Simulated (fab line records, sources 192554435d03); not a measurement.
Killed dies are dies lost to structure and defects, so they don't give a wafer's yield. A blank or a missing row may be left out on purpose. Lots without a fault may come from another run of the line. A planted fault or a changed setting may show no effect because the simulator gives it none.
Chamber matching | flow n5_finfet | N5_MOL_CONTACT_COAG_ETCHBACK_136 on rie_diel-03: 4 sister chambers
The step etches SiO2 in CHF3, target depth 25 nm, time 16.7 s. 8 wafers are shown with their chamber, then 11 later ones without.

WAFERS WITH THEIR CHAMBER
wafer  | chamber | showerhead_plenum_p_Torr (Torr) | drypump_motor_current_A (A)
L079.4 | 0       | 2.36                            | 5.54
L085.2 | 0       | 2.35                            | 5.52
L085.3 | 3       | 2.31                            | 5.68
L085.4 | 1       | 2.31                            | 5.79
L087.1 | 2       | 2.46                            | 5.96
L087.2 | 1       | 2.31                            | 5.77
L087.6 | 2       | 2.46                            | 5.97
L089.1 | 3       | 2.31                            | 5.65

WAFERS WITHOUT THEIR CHAMBER
wafer  | showerhead_plenum_p_Torr (Torr) | drypump_motor_current_A (A)
L089.2 | 2.30                            | 5.77
L089.4 | 2.46                            | 5.98
L093.2 | 2.30                            | 5.76
L093.3 | 2.35                            | 5.51
L093.6 | 2.45                            | 5.94
L094.2 | 2.30                            | 5.76
L094.3 | 2.30                            | 5.66
L094.4 | 2.45                            | 5.96
L096.1 | 2.30                            | 5.78
L096.2 | 2.30                            | 5.69
L096.5 | 2.30                            | 5.78

WHICH CHAMBER EACH WENT THROUGH
wafer  | from the rows above | in truth
L089.2 | 1                   | 1
L089.4 | 2                   | 2
L093.2 | 1                   | 1
L093.3 | 0                   | 0
L093.6 | 2                   | 2
L094.2 | 1                   | 1
L094.3 | 3                   | 3
L094.4 | 2                   | 2
L096.1 | 1                   | 1
L096.2 | 3                   | 3
L096.5 | 1                   | 1
Placed correctly: 11 of 11. Can't be placed from these rows: 0. Placed wrongly: 0.
How it was worked out, from the rows above alone: a wafer's distance from a chamber is the root of the sum, over the readings, of the square of ((its reading less the chamber's mean) divided by the reading's scatter). The wafer belongs to the nearest chamber; if the next one is less than 2 further off, it can't be placed. A chamber's mean is the mean of its shown wafers. The scatter: the root of (the sum of the squares of (reading less its chamber's mean) over the shown wafers, divided by (wafers less chambers)).
